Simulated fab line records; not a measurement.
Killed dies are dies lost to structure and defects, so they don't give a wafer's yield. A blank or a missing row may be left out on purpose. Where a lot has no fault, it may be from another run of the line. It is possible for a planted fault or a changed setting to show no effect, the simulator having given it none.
The tool behind it: which one? | flow n5-finfet | 24 lots, 72 wafers sampled, at 1 step of a route of 1938

== WHAT EACH GAUGE READ, for each wafer ==
N5_BEOL_M4_OCD_MEAS_38. Usual: 55.4 nm for trench-depth-nm, sd 0.88.
lot  | measured     | on     | trench-depth-nm (nm) | flag
L074 | day 7 22:29  | ocd-02 | 54.6 55.7 56.0       |
L076 | day 8 13:55  | ocd-02 | 54.9 55.3 54.9       |
L075 | day 9 06:38  | ocd-02 | 56.3 54.9 56.5       |
L078 | day 9 12:04  | ocd-02 | 55.5 54.4 54.4       |
L077 | day 9 19:05  | ocd-01 | 56.9 56.4 56.5       |
L079 | day 10 11:28 | ocd-02 | 54.4 55.7 55.5       |
L083 | day 10 11:29 | ocd-01 | 55.0 55.6 55.4       |
L081 | day 10 14:20 | ocd-01 | 55.0 55.3 55.5       |
L080 | day 10 14:25 | ocd-02 | 54.6 53.9 54.9       |
L082 | day 11 03:52 | ocd-02 | 55.7 56.4 56.4       |
L087 | day 11 06:35 | ocd-02 | 55.7 55.6 55.4       |
L084 | day 11 06:37 | ocd-01 | 54.7 54.0 53.5       |
L085 | day 11 19:28 | ocd-02 | 55.3 55.7 56.6       |
L086 | day 12 00:28 | ocd-02 | 55.4 56.1 57.4       |
L090 | day 12 05:52 | ocd-01 | 55.5 56.2 54.6       |
L088 | day 12 08:37 | ocd-02 | 55.1 55.5 53.7       |
L089 | day 12 17:00 | ocd-02 | 55.7 56.7 55.8       |
L092 | day 13 07:20 | ocd-01 | 55.7 55.5 56.1       |
L091 | day 13 07:27 | ocd-02 | 54.5 56.6 54.8       |
L093 | day 13 08:29 | ocd-02 | 55.8 55.8 55.8       |
L096 | day 13 15:16 | ocd-01 | 54.9 56.1 54.6       |
L094 | day 13 16:33 | ocd-01 | 56.0 55.9 54.5       |
L095 | day 13 22:44 | ocd-01 | 55.1 56.0 55.1       |
L097 | day 14 14:58 | ocd-01 | 56.8 54.9 56.3       |

== WHICH TOOL RAN EACH LOT (tool, then ch and the chambers of the sampled wafers, then the start) ==
Before these readings, the record contains no process step.

== AS READ BY THE TOOLS THEMSELVES (means over the sampled wafers that have a number; for cases with no such wafer, the mark the record gives instead) ==
The record holds no such reading with a usual standard deviation.

== THE ANSWER, worked out from the rows above alone ==
Rule: a lot is off if the mean of its wafers that have a number lies more than 3 standard deviations from the usual mean. A lot without any number at a reading at which 4 lots or more have one is off too. Where the step has rows for the other lots, those lots are counted as sound. Order of review: gauges by route order, followed by the tools' own readings, for which a lot's mean as printed above is used. At the first step where some lot is off, the reading lying furthest off is the one used; lots without a number count as furthest.
Across all readings shown, no lot is off: no conclusion can be drawn from this.

== WHAT HAD BEEN PUT IN BY THE SIMULATOR ==
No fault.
